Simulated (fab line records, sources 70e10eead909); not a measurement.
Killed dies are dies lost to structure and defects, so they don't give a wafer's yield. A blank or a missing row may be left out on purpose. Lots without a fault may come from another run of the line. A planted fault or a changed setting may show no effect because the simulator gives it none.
Which tool did it? | flow nand_harc | 6 lots, 18 wafers sampled, at 2 steps of a route of 1302

WHAT THE GAUGES READ, wafer by wafer
NHARC_P_GATE_CD_MEAS_46: target cd 720 nm.
lot  | measured     | on        | cd_nm (nm)
L509 | day 6 05:43  | cd_sem-02 | 719.9 720.2 718.4
L514 | day 8 11:43  | cd_sem-03 | 720.5 724.2 723.2
L521 | day 11 16:24 | cd_sem-03 | 725.0 721.0 724.7
L523 | day 12 07:38 | cd_sem-01 | 725.1 722.5 721.9
L525 | day 13 03:22 | cd_sem-02 | 717.2 719.1 718.0
L527 | day 13 23:39 | cd_sem-03 | 719.6 715.0 718.7

WHICH TOOL RAN EACH LOT (tool, then ch and the chambers of the sampled wafers, then the start)
lot  | NHARC_P_GATE_EXPOSE_43
L509 | krf_scanner-02 ch 0, day 6 05:34
L514 | krf_scanner-03 ch 0, day 8 11:34
L521 | krf_scanner-03 ch 0, day 11 16:14
L523 | krf_scanner-04 ch 0, day 12 07:29
L525 | krf_scanner-03 ch 0, day 13 03:13
L527 | krf_scanner-03 ch 0, day 13 23:30
- NHARC_P_GATE_EXPOSE_43: exposes mask P NSD, target cd 720 nm.

THE ANSWER, worked out from the rows above alone
Rule: what is usual is taken from the lots themselves. Put in order of their means at a reading, lots are off if they are a third of the lots or fewer, leave a main group of 4 or more, and stand apart from it by a gap of 3 or more times the standard deviation of the main group's means; of several such gaps the widest counts. A main group whose means are all the same, to the digits that the tables above print for the reading, isn't used. A lot without any number at a reading at which 4 lots or more have one is off too. The other lots that the step has rows for count as sound.
No lot is off at any reading shown: from this, nothing can be told.

WHAT THE SIMULATOR HAD PUT IN
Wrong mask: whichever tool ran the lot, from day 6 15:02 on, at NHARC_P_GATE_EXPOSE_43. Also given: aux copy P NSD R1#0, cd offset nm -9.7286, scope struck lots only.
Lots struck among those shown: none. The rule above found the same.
